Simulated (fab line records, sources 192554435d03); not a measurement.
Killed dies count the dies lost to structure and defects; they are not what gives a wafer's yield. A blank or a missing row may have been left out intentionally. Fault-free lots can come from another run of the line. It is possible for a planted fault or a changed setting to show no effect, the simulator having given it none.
Matching of chambers :: flow n5Finfet :: N5_BEOL_M0_SAQP_SPACER1_ETCHBACK_99 on rieDiel-03: 4 sister chambers
The step etches SiO2 in CHF3/O2, target depth 15.4 nm, time 7.7 s. 4 wafers are shown with their chamber, then 9 later ones without.

== WAFERS PAIRED WITH THEIR CHAMBERS ==
wafer: L078.5
chamber: 3
rfVppV (V): 487

wafer: L083.5
chamber: 2
rfVppV (V): 535

wafer: L084.2
chamber: 0
rfVppV (V): 535

wafer: L084.6
chamber: 1
rfVppV (V): 541

== WAFERS WITH NO CHAMBER GIVEN ==
wafer: L092.1
rfVppV (V): 535

wafer: L092.3
rfVppV (V): 486

wafer: L092.4
rfVppV (V): 532

wafer: L095.1
rfVppV (V): 534

wafer: L095.2
rfVppV (V): 541

wafer: L095.4
rfVppV (V): 533

wafer: L097.2
rfVppV (V): 533

wafer: L097.4
rfVppV (V): 535

wafer: L097.5
rfVppV (V): 534

== WHICH CHAMBER EACH ONE RAN IN ==
wafer: L092.1
from the rows above: can't be placed: 0 or 2
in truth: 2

wafer: L092.3
from the rows above: 3
in truth: 3

wafer: L092.4
from the rows above: can't be placed: 0 or 2
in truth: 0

wafer: L095.1
from the rows above: can't be placed: 0 or 2
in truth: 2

wafer: L095.2
from the rows above: 1
in truth: 1

wafer: L095.4
from the rows above: can't be placed: 0 or 2
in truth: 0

wafer: L097.2
from the rows above: can't be placed: 0 or 2
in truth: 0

wafer: L097.4
from the rows above: can't be placed: 0 or 2
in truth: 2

wafer: L097.5
from the rows above: can't be placed: 0 or 2
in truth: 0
Correct placement for 2 of the 9. Unplaceable from these rows: 7, with the true chamber sitting among the candidates in 7. Number placed wrongly: 0.
How it was worked out, from the rows above alone: a wafer's distance from a chamber is the root of the sum, over the readings, of the square of ((its reading less the chamber's mean) divided by the reading's scatter). If the next closest chamber is less than 2 further off than the closest, the wafer can't be placed; otherwise it belongs to the closest. For every chamber, the mean is computed from those of its wafers that are shown. The scatter (one wafer shown for each chamber): square how far every hidden wafer sits from the nearest shown wafer, average those squares and take the square root.
